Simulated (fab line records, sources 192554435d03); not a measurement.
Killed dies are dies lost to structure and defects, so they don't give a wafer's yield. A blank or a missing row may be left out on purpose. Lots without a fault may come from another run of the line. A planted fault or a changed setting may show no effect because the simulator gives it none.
fab line records | flow n5_finfet | part 1 of 2: steps 1 to 16 of 17
record lots=7 wafers=18 last_day=17
route steps=1938 shown HKMG_FIN@426 BEOL_M4@1111 PASSIVATION@1936
lots that met no fault: from a run of the same line without faults
start_h: hours from the record's first day to the start of the lot's first wafer shown | wait_h: hours since the lot's step before | " the same as in the row above | L1.1+2: a row that stands for several wafers | - no value, or no start given | * or withheld: withheld | < > ~ a bound
route shown NAME@n: a module of which the file shows steps, and the number in the route of the first | usual: mean/standard deviation of fault-free wafers | same: alike in all rows | chamber/n: place in a boat | sites: the reading at each site | _std_site: their standard deviation | _edge_site: outer sites' mean less inner sites' | radius_mm: how far each site lies from the wafer's centre | mask NAME#n: copy n | behind: the tool/chamber that last shaped the wafer | hold: why the lot was held/for how many hours/how that ended | device: the transistor (n, p or np) that didn't switch | end of line: the same wafers' tests at the end of the route | a step without rows: its recipe alone | killed: dies lost to structure and defects at the first sort, not the wafer's yield | map: a wafer's dies, x killed, . not, _ none there
set.NAME: the setting as run; set.NAME@STEP: as run at that earlier step | model.NAME: the simulator's own value behind a step, which no gauge read
lots at some steps of the route; a table a step, a row a wafer
services: from which hour (start_h, from the record's first day; less than 0 if before it) a tool's chamber was out of use, for how many hours, and why
## steps
# step N5_HKMG_FIN_SOFTBAKE_07
# recipe temp_c=110 time_s=60 resist=CAR-ArF
# step N5_HKMG_FIN_EXPOSE_09
# recipe mask_id=NWFM na=1.35 source_shape=conventional sigma_outer=0.8 polarization=unpolarized dose_mj=39.25
# step N5_HKMG_FIN_PEB_10
# recipe peb_temp_c=withheld peb_time_s=60 resist=CAR-ArF
# step N5_HKMG_FIN_DEVELOP_11
# recipe develop_time_s=30 developer=TMAH resist=CAR-ArF dev_temp_c=23 rinse_liquid=diw dry=air_spin
# step N5_HKMG_FIN_CD_MEAS_12
# recipe target_cd_nm=92.8 landing_energy_ev=500 detector=se_inlens
# usual cd_nm=92.9/0.59
# same landing_energy_ev=500
# columns lot.wafer tool chamber start_h wait_h cd_nm
L239.2 cd_sem-03 0 75.54 - 92.4
L239.4 " 0 " " 92.9
L239.6 " 0 " " 91.8
L241.1 cd_sem-03 0 90.92 - 94.0
L241.4 " 0 " " 93.3
L241.6 " 0 " " 93.8
L249.1 cd_sem-01 0 138.37 - 93.9
L249.5 " 0 " " 92.6
L250.1 cd_sem-03 0 144.87 - 92.5
L250.4 " 0 " " 92.9
L251.5 cd_sem-02 0 149.05 - 93.8
L251.6 " 0 " " 92.5
L254.1 cd_sem-03 0 167.00 - 92.5
L254.4 " 0 " " 92.9
L254.6 " 0 " " 92.4
L257.1 cd_sem-02 0 186.00 - 92.5
L257.4 " 0 " " 92.7
L257.5 " 0 " " 92.8
# step N5_HKMG_FIN_OVL_MEAS_13
# recipe points_per_wafer=44
# usual NWFM_OVL=0.2/0.62
# columns lot.wafer tool chamber start_h wait_h NWFM_OVL[nm]
L239.2 overlay-01 0 75.57 0.0 0.7
L239.4 " 0 " " 0.4
L239.6 " 0 " " 0.7
L241.1 overlay-02 0 90.95 0.0 -0.4
L241.4 " 0 " " -0.2
L241.6 " 0 " " 0.7
L249.1 overlay-02 0 138.40 0.0 0.6
L249.5 " 0 " " -0.2
L250.1 overlay-01 0 144.90 0.0 0.1
L250.4 " 0 " " 0.1
L251.5 overlay-01 0 149.08 0.0 -0.6
L251.6 " 0 " " 0.5
L254.1 overlay-02 0 167.03 0.0 0.1
L254.4 " 0 " " 0.5
L254.6 " 0 " " 0.8
L257.1 overlay-02 0 186.03 0.0 0.1
L257.4 " 0 " " 0.0
L257.5 " 0 " " -0.4
# step N5_HKMG_FIN_INSPECT_14
# recipe mode=adi inspect_instrument=macro
# usual raw_defect_count=2.2/1.6
# columns lot.wafer tool chamber start_h wait_h raw_defect_count
L239.2 defect_inspect-02 - 75.59 0.0 2
L239.4 " - " " 3
L239.6 " - " " 2
L241.1 defect_inspect-02 - 90.98 0.0 2
L241.4 " - " " 1
L241.6 " - " " 6
L249.1 defect_inspect-02 - 138.42 0.0 3
L249.5 " - " " 4
L250.1 defect_inspect-02 - 144.92 0.0 1
L250.4 " - " " 3
L251.5 defect_inspect-02 - 149.10 0.0 1
L251.6 " - " " 4
L254.1 defect_inspect-01 - 167.05 0.0 0
L254.4 " - " " 4
L254.6 " - " " 2
L257.1 defect_inspect-02 - 186.05 0.0 3
L257.4 " - " " 2
L257.5 " - " " 3
# step N5_HKMG_FIN_DESCUM_17
# recipe chemistry=O2 time_s=7.9 source_power_w=50 bias_power_w=20 pressure_mtorr=20 rf_frequency_hz=2.712e+07 temp_c=40 resist=CAR-ArF o2_flow_sccm=225
# usual bias_power_w=20.01/0.065 drypump_motor_current_A=5.6/0.49 oes_product_au=0.82/0.086 rf_vpp_V=243.6/1.5 showerhead_plenum_p_Torr=2.12/0.072 throttle_valve_pct=20.37/0.25
# columns lot.wafer tool chamber start_h wait_h bias_power_w drypump_motor_current_A oes_product_au rf_hours_counter_h rf_vpp_V showerhead_plenum_p_Torr throttle_valve_pct
L239.2 rie_diel-04 1 75.63 0.0 20.00 5.7 0.76 151 240.7 2.01 20.06
L239.4 " 3 " " 20.04 5.8 0.72 155 241.6 2.09 20.21
L239.6 " 2 " " 20.06 6.8 0.69 - 242.0 2.06 20.73
L241.1 rie_diel-03 2 91.01 0.0 19.94 5.6 0.88 44 241.9 2.05 20.56
L241.4 " 3 " " 19.92 5.7 0.84 64 241.1 2.03 20.16
L241.6 " 1 " " 20.02 6.3 0.83 - 243.0 2.10 19.95
L249.1 rie_diel-03 0 138.45 0.0 19.91 5.2 0.80 90 245.0 2.19 20.40
L249.5 " 1 " " 20.12 6.3 0.82 - 243.7 2.09 19.97
L250.1 rie_diel-03 2 144.95 0.0 20.06 5.6 0.86 58 243.0 2.05 20.56
L250.4 " 0 " " 20.12 5.1 0.80 92 245.6 2.19 20.40
L251.5 rie_diel-03 3 149.15 0.0 20.02 5.7 0.81 - 242.3 2.02 20.21
L251.6 " 0 " " 20.01 5.2 0.79 - 243.7 2.19 20.40
L254.1 rie_diel-04 1 167.09 0.0 20.11 5.7 0.75 172 242.3 2.00 20.09
L254.4 " 1 " " 20.01 5.7 0.75 - 241.3 2.00 20.12
L254.6 " 2 " " 20.01 6.8 0.67 - 243.7 2.05 20.76
L257.1 rie_diel-06 0 186.15 0.1 20.03 5.2 0.91 17 243.3 2.13 20.31
L257.4 " 1 " " 19.99 5.9 0.90 37 244.9 2.21 20.23
L257.5 " 3 " " 20.02 5.0 0.93 - 247.3 2.22 20.51
# step N5_HKMG_FIN_ETCH_31
# recipe chemistry=CF4 target=SiARC target_depth_a=455 mask_material=CAR-ArF time_s=75.8 ion_energy_ev=80 pressure_mtorr=40 source_w=545 bias_w=36 Ar_flow_sccm=100 cf4_flow_sccm=100 ends=cleared
# usual bias_w=36.02/0.11 drypump_motor_current_A=5.6/0.49 etch_rf_on_time_s=75.5/1.3 oes_product_au=0.71/0.073 rf_vpp_V=184.4/1.2 showerhead_plenum_p_Torr=2.17/0.076 throttle_valve_pct=15.57/0.21
# columns lot.wafer tool chamber start_h wait_h bias_w drypump_motor_current_A etch_rf_on_time_s oes_product_au rf_hours_counter_h rf_vpp_V showerhead_plenum_p_Torr throttle_valve_pct
L239.2 rie_diel-04 1 75.66 0.0 36.02 5.7 76.2 0.66 151 183.2 2.06 15.34
L239.4 " 3 " " 35.98 5.8 76.0 0.62 155 183.3 2.15 15.50
L239.6 " 2 " " 35.83 6.8 78.8 0.59 - 185.0 2.13 16.00
L241.1 rie_diel-03 2 91.05 0.0 35.81 5.6 78.1 0.73 44 183.7 2.08 15.59
L241.4 " 3 " " 35.88 5.7 75.0 0.72 64 183.9 2.08 15.32
L241.6 " 1 " " 35.75 6.3 76.0 0.70 - 183.9 2.17 15.27
L249.1 rie_diel-03 0 138.49 0.0 35.91 5.2 75.6 0.69 90 186.2 2.25 15.62
L249.5 " 1 " " 36.14 6.3 75.3 0.70 - 183.9 2.17 15.29
L250.1 rie_diel-03 2 144.99 0.0 36.17 5.6 77.3 0.73 58 184.4 2.08 15.63
L250.4 " 0 " " 36.16 5.2 75.4 0.69 92 185.0 2.24 15.62
L251.5 rie_diel-03 3 149.20 0.0 35.98 5.7 73.6 0.71 - 184.0 2.08 15.33
L251.6 " 0 " " 36.14 5.2 74.2 0.69 - 186.7 2.24 15.62
L254.1 rie_diel-04 1 167.12 0.0 36.12 5.7 74.7 0.64 172 182.3 2.05 15.37
L254.4 " 1 " " 35.89 5.7 74.7 0.65 - 181.9 2.05 15.37
L254.6 " 2 " " 36.09 6.8 77.6 0.58 - 184.4 2.12 16.03
L257.1 rie_diel-06 0 186.18 0.0 35.97 5.3 76.0 0.78 17 185.2 2.18 15.46
L257.4 " 1 " " 36.07 5.9 73.3 0.78 37 185.8 2.28 15.48
L257.5 " 3 " " 36.05 4.9 73.2 0.80 - 186.2 2.28 15.76
# step N5_HKMG_FIN_ETCH_32
# recipe chemistry=N2/H2 target=SOC target_depth_a=2400 temp_c=40 time_s=300 ion_energy_ev=200 mask_material=SiARC pressure_mtorr=30 source_w=840 bias_w=150 n2_flow_sccm=200 h2_flow_sccm=200
# usual bias_w=150.0/0.43 drypump_motor_current_A=5.6/0.49 oes_product_au=0.83/0.088 rf_vpp_V=524.9/2.6 run_length_s=323.2/0.4 showerhead_plenum_p_Torr=2.57/0.089 throttle_valve_pct=17.73/0.22
# columns lot.wafer tool chamber start_h wait_h bias_w drypump_motor_current_A oes_product_au rf_hours_counter_h rf_vpp_V run_length_s showerhead_plenum_p_Torr throttle_valve_pct
L239.2 rie_diel-04 2 75.72 0.0 150.1 6.8 0.69 185 522.7 323.7 2.53 18.21
L239.4 " 0 " " 149.9 5.0 0.86 60 520.0 323.8 2.47 17.80
L239.6 " 2 " " 149.9 6.8 0.69 - 524.4 323.4 2.53 18.21
L241.1 rie_diel-03 2 91.10 0.0 150.0 5.6 0.88 44 522.5 322.6 2.47 17.87
L241.4 " 3 " " 150.4 5.7 0.84 64 522.6 323.3 2.47 17.63
L241.6 " 1 " " 149.8 6.3 0.83 - 526.0 323.2 2.56 17.34
L249.1 rie_diel-03 0 138.54 0.0 149.3 5.2 0.81 90 527.0 323.3 2.65 17.72
L249.5 " 1 " " 150.5 6.3 0.83 - 522.7 323.0 2.56 17.36
L250.1 rie_diel-03 2 145.04 0.0 149.7 5.6 0.86 58 521.8 322.8 2.47 17.90
L250.4 " 0 " " 150.1 5.2 0.81 92 525.1 323.5 2.65 17.73
L251.5 rie_diel-03 3 149.31 0.1 149.7 5.7 0.83 - 521.2 323.0 2.46 17.66
L251.6 " 0 " " 149.4 5.2 0.79 - 528.3 323.8 2.65 17.74
L254.1 rie_diel-04 1 167.18 0.0 150.1 5.7 0.76 172 521.8 323.5 2.43 17.47
L254.4 " 1 " " 149.9 5.7 0.75 - 519.8 323.1 2.43 17.47
L254.6 " 2 " " 149.9 6.8 0.68 - 523.8 324.3 2.52 18.26
L257.1 rie_diel-06 0 186.24 0.0 149.8 5.3 0.92 18 525.9 323.3 2.60 17.79
L257.4 " 1 " " 150.0 5.9 0.90 37 527.2 323.2 2.71 17.68
L257.5 " 3 " " 150.1 5.0 0.94 - 529.4 323.1 2.69 17.76
# step N5_HKMG_FIN_STRIP_33
# recipe chemistry=N2/H2 temp_c=40 n2_flow_sccm=200 h2_flow_sccm=200 rf_frequency_hz=6e+07
# step N5_HKMG_FIN_STRIP_34
# recipe chemistry=CF4 resist=SiARC power_w=300 bias_power_w=75 pressure_mtorr=50 cf4_flow_sccm=150 rf_frequency_hz=6e+07
# usual bias_power_w=75.02/0.2 drypump_motor_current_A=5.6/0.5 oes_product_au=0.81/0.081 power_w=300.0/0.87 rf_vpp_V=271.7/1.4 showerhead_plenum_p_Torr=1.82/0.064 throttle_valve_pct=13.53/0.22
# columns lot.wafer tool chamber start_h wait_h bias_power_w drypump_motor_current_A oes_product_au power_w rf_hours_counter_h rf_vpp_V showerhead_plenum_p_Torr throttle_valve_pct
L239.2 rie_diel-04 2 75.91 0.0 75.24 6.8 0.71 299.1 185 270.9 1.78 13.93
L239.4 " 3 " " 75.06 5.7 0.73 299.2 - 270.7 1.79 13.46
L239.6 " 2 " " 75.04 6.8 0.70 298.6 - 271.6 1.78 13.93
L241.1 rie_diel-03 2 91.29 0.0 74.66 5.6 0.87 298.9 44 271.0 1.75 13.54
L241.4 " 3 " " 74.91 5.7 0.84 301.6 64 270.4 1.74 13.24
L241.6 " 1 " " 74.97 6.3 0.82 299.8 - 273.2 1.81 13.21
L249.1 rie_diel-03 0 138.74 0.0 74.72 5.2 0.80 301.7 90 272.3 1.88 13.59
L249.5 " 1 " " 74.98 6.3 0.80 302.7 - 271.0 1.81 13.23
L250.1 rie_diel-03 2 145.24 0.0 75.01 5.6 0.85 300.6 58 270.7 1.75 13.59
L250.4 " 0 " " 74.94 5.2 0.79 299.3 92 274.0 1.88 13.58
L251.5 rie_diel-03 3 149.42 0.0 75.04 5.7 0.81 299.8 - 270.2 1.73 13.27
L251.6 " 0 " " 74.52 5.2 0.79 299.7 - 273.0 1.88 13.59
L254.1 rie_diel-04 1 167.37 0.0 74.96 5.7 0.75 301.3 172 269.5 1.73 13.43
L254.4 " 1 " " 75.11 5.7 0.75 299.8 - 269.7 1.73 13.42
L254.6 " 2 " " 75.15 6.8 0.68 300.0 - 269.9 1.77 13.99
L257.1 rie_diel-06 0 186.43 0.0 74.91 5.3 0.91 300.1 18 272.7 1.84 13.43
L257.4 " 1 " " 75.18 5.9 0.89 300.0 37 272.8 1.91 13.42
L257.5 " 3 " " 75.03 4.9 0.92 300.1 - 274.1 1.90 13.67
# step N5_HKMG_FIN_ETCH_35
# recipe chemistry=N2/H2 target=SOC target_depth_a=2158 ion_energy_ev=65 bias_w=5 source_w=3000 time_s=243.4 pressure_mtorr=30 n2_flow_sccm=200 h2_flow_sccm=200
# usual bias_w=5.001/0.014 drypump_motor_current_A=5.6/0.49 oes_product_au=0.83/0.088 rf_vpp_V=141.9/1.1 run_length_s=266.6/0.38 showerhead_plenum_p_Torr=2.57/0.088 throttle_valve_pct=17.75/0.22
# columns lot.wafer tool chamber start_h wait_h bias_w drypump_motor_current_A oes_product_au rf_hours_counter_h rf_vpp_V run_length_s showerhead_plenum_p_Torr throttle_valve_pct model.etch.depth_nm model.SOC_of_HKMG_FIN_COAT_29.thk_nm model.HKMG_FIN.feature_depth_nm
L239.2 rie_diel-04 2 75.93 0.0 4.991 6.8 0.70 185 142.1 266.9 2.53 18.23 209.7 90.2 209.6
L239.4 " 3 " " 4.999 5.8 0.74 - 140.5 267.2 2.53 17.56 215 84 215
L239.6 " 2 " " 4.963 6.7 0.70 - 143.0 267.1 2.53 18.22 210 90 210
L241.1 rie_diel-03 2 91.31 0.0 5.015 5.6 0.87 44 140.7 266.3 2.47 17.88 210.7 89.4 210.6
L241.4 " 3 " " 5.029 5.7 0.85 64 140.4 266.8 2.47 17.65 219.6 80.8 219.6
L241.6 " 1 " " 4.985 6.3 0.83 - 141.8 266.8 2.56 17.34 217.2 82.8 217.2
L249.1 rie_diel-03 0 138.76 0.0 4.987 5.1 0.82 90 142.3 267.2 2.65 17.73 217.2 83 217.2
L249.5 " 1 " " - 6.3 0.83 - 142.1 231.4 2.56 17.35 186.6 114.6 186.6
L250.1 rie_diel-03 2 145.26 0.0 4.980 5.6 0.84 58 141.2 265.9 2.47 17.91 211.4 88.8 211.4
L250.4 " 0 " " - 5.2 0.81 92 141.2 231.9 2.65 17.73 185.4 114.8 185.4
L251.5 rie_diel-03 3 149.51 0.1 - 5.7 0.83 - 141.5 231.7 2.46 17.67 186.3 115.8 186.2
L251.6 " 0 " " 5.011 5.2 0.80 - 143.1 266.9 2.65 17.73 213.3 88 213.4
L254.1 rie_diel-04 1 167.39 0.0 5.007 5.8 0.75 172 141.1 266.3 2.43 17.49 213.4 87 213.4
L254.4 " 1 " " 5.012 5.7 0.75 - 140.1 266.4 2.43 17.49 215.2 84.8 215.2
L254.6 " 2 " " 4.970 6.8 0.67 - 142.5 266.9 2.52 18.27 208.6 91.6 208.6
L257.1 rie_diel-06 0 186.45 0.0 5.014 5.3 0.92 18 143.0 266.3 2.60 17.77 217.1 83 217.2
L257.4 " 1 " " 5.000 5.9 0.91 37 142.9 266.2 2.71 17.71 220.6 80 220.6
L257.5 " 3 " " 5.002 5.0 0.96 - 142.3 266.6 2.69 17.79 225.2 75.2 225.2
# step N5_HKMG_FIN_STRIP_92
# recipe chemistry=N2/H2 material=SOC time_s=20 power_w=500 temp_c=40 pressure_mtorr=50 rf_frequency_hz=6e+07 bias_power_w=8 h2_frac=0.5 n2_flow_sccm=300 h2_flow_sccm=300
# usual bias_power_w=8.000/0.025 drypump_motor_current_A=5.6/0.5 oes_product_au=0.82/0.087 power_w=500.0/1.4 rf_vpp_V=54.3/0.91 showerhead_plenum_p_Torr=3.40/0.11 throttle_valve_pct=18.8/0.36
# columns lot.wafer tool chamber start_h wait_h bias_power_w drypump_motor_current_A oes_product_au power_w rf_hours_counter_h rf_vpp_V showerhead_plenum_p_Torr throttle_valve_pct model.SOC_of_HKMG_FIN_COAT_29.thk_nm
L239.2 rie_diel-04 2 76.08 0.1 8.046 6.8 0.70 499.5 185 54.6 3.34 19.3 80.2
L239.4 " 3 " " 8.015 5.8 0.74 501.6 - 53.3 3.35 18.5 73.6
L239.6 " 2 " " 7.986 6.8 0.69 502.1 - 55.1 3.34 19.3 80
L241.1 rie_diel-03 2 91.46 0.1 8.044 5.6 0.87 499.3 44 53.9 3.27 19.3 79.4
L241.4 " 3 " " 7.987 5.7 0.85 501.2 64 53.4 3.27 18.8 70.4
L241.6 " 1 " " 8.042 6.3 0.83 499.7 - 55.0 3.39 18.2 72.6
L249.1 rie_diel-03 0 138.90 0.1 8.006 5.2 0.81 502.2 90 54.7 3.50 18.7 72.8
L249.5 " 1 " " 8.016 6.3 0.81 497.3 - 53.7 3.38 18.2 104.4
L250.1 rie_diel-03 2 145.40 0.1 7.963 5.6 0.85 498.4 58 53.9 3.26 19.3 78.6
L250.4 " 0 " " 8.011 5.2 0.81 499.3 92 53.9 3.50 18.7 104.6
L251.5 rie_diel-03 3 149.61 0.0 8.012 5.7 0.84 501.3 - 54.6 3.26 18.9 105.4
L251.6 " 0 " " 8.022 5.1 0.80 499.7 - 54.2 3.50 18.7 77.8
L254.1 rie_diel-04 1 167.54 0.1 8.026 5.8 0.76 501.1 172 53.1 3.22 18.4 76.8
L254.4 " 1 " " 8.024 5.8 0.76 499.4 - 53.5 3.21 18.4 74.4
L254.6 " 2 " " 7.959 6.8 0.67 501.2 - 54.9 3.32 19.3 81.8
L257.1 rie_diel-06 0 186.60 0.1 8.007 5.3 0.92 498.9 18 55.4 3.43 19.1 72.8
L257.4 " 1 " " 8.027 5.9 0.90 499.5 37 54.1 3.57 18.8 69.8
L257.5 " 3 " " 7.977 5.0 0.93 498.9 - 56.2 3.54 18.6 64.8
# step N5_HKMG_FIN_WET_ETCH_18
# recipe chemistry=SC1 target=TiN mix=1:1:5 temp_c=* time_s=55 target_depth_nm=5.2 dry=ipa_marangoni rinse_time_s=30 rinse_temp_c=23
# step N5_BEOL_M4_RC_MEAS_101
# usual DIBL_N=36.0/2.2 DIBL_P=36.2/2.4 IOFF_N=0.16/0.035 IOFF_P=0.21/0.037 ION_N=672/13 ION_P=461/7 SS_N=71.4/0.69 SS_P=73.2/0.75 VT_N=250/3.4 VT_P=-251/3
# columns lot.wafer tool chamber start_h wait_h DIBL_N[mV/V] DIBL_P[mV/V] IOFF_N[nA/um] IOFF_P[nA/um] ION_N[uA/um] ION_P[uA/um] SS_N[mV/dec] SS_P[mV/dec] VT_N[mV] VT_P[mV]
L241.1 prober-01 0 202.39 0.0 38.2 37.7 0.19 0.24 680 462 71.8 74.0 246 -247
L241.4 " 0 " " 36.0 35.7 0.15 0.21 675 462 71.6 73.1 248 -253
L241.6 " 0 " " 35.5 33.4 0.13 0.17 665 453 71.6 72.9 251 -254
L239.2 prober-01 0 205.17 0.2 36.3 36.5 0.16 0.20 671 455 72.0 73.4 250 -253
L239.4 " 0 " " 35.2 36.3 0.15 0.20 683 467 70.9 73.0 247 -252
L239.6 " 0 " " 36.4 37.6 0.18 0.21 677 460 72.2 73.9 244 -252
L249.1 prober-02 0 264.42 0.0 35.7 36.6 0.16 0.26 674 473 71.2 73.6 250 -249
L249.5 " 0 " " 34.7 33.7 0.14 0.21 664 467 71.6 72.2 252 -249
L251.5 prober-02 0 271.76 0.6 40.8 40.8 0.24 0.28 692 470 72.7 74.1 244 -248
L251.6 " 0 " " 37.8 37.1 0.17 0.21 687 464 71.2 73.6 248 -250
L250.1 prober-02 0 272.79 0.0 34.9 36.2 0.15 0.19 666 456 71.9 73.1 248 -252
L250.4 " 0 " " 35.9 37.3 0.17 0.22 669 458 71.5 73.8 248 -253
L254.1 prober-02 0 299.45 0.0 37.9 40.2 0.21 0.28 686 467 71.3 74.3 245 -246
L254.4 " 0 " " 34.5 35.1 0.14 0.20 656 456 71.1 73.0 249 -252
L254.6 " 0 " " 35.7 37.1 0.16 0.22 665 457 70.9 73.1 249 -248
L257.1 prober-01 0 304.60 0.0 34.6 33.0 0.12 0.17 667 457 70.9 73.0 254 -252
L257.4 " 0 " " 38.7 38.7 0.21 0.26 688 470 71.4 74.3 244 -249
L257.5 " 0 " " 36.1 36.4 0.15 0.22 680 468 70.7 73.1 249 -249
## key
first_sign step=N5_HKMG_FIN_ETCH_35 reading=run_length_s direction=down sigmas=92 usual=* struck=*
effect none on later readings
model_effect step=N5_HKMG_FIN_ETCH_35 value=etch.depth_nm without=217.3 struck=186.1
model_effect step=N5_HKMG_FIN_STRIP_92 value=SOC_of_HKMG_FIN_COAT_29.thk_nm without=73.67 struck=104.8
met_at N5_HKMG_FIN_ETCH_35
struck_wafers L249.5,L250.4,L251.5
onset_between 91.31 138.76
fault kind=process_parameter_drift tool=rie_diel-03 chamber=- onset_h=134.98 steps=N5_HKMG_FIN_ETCH_35 channel=time_s offset=* shape=step end_h=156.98 scope=struck_wafers_only acts_in=* stated=*
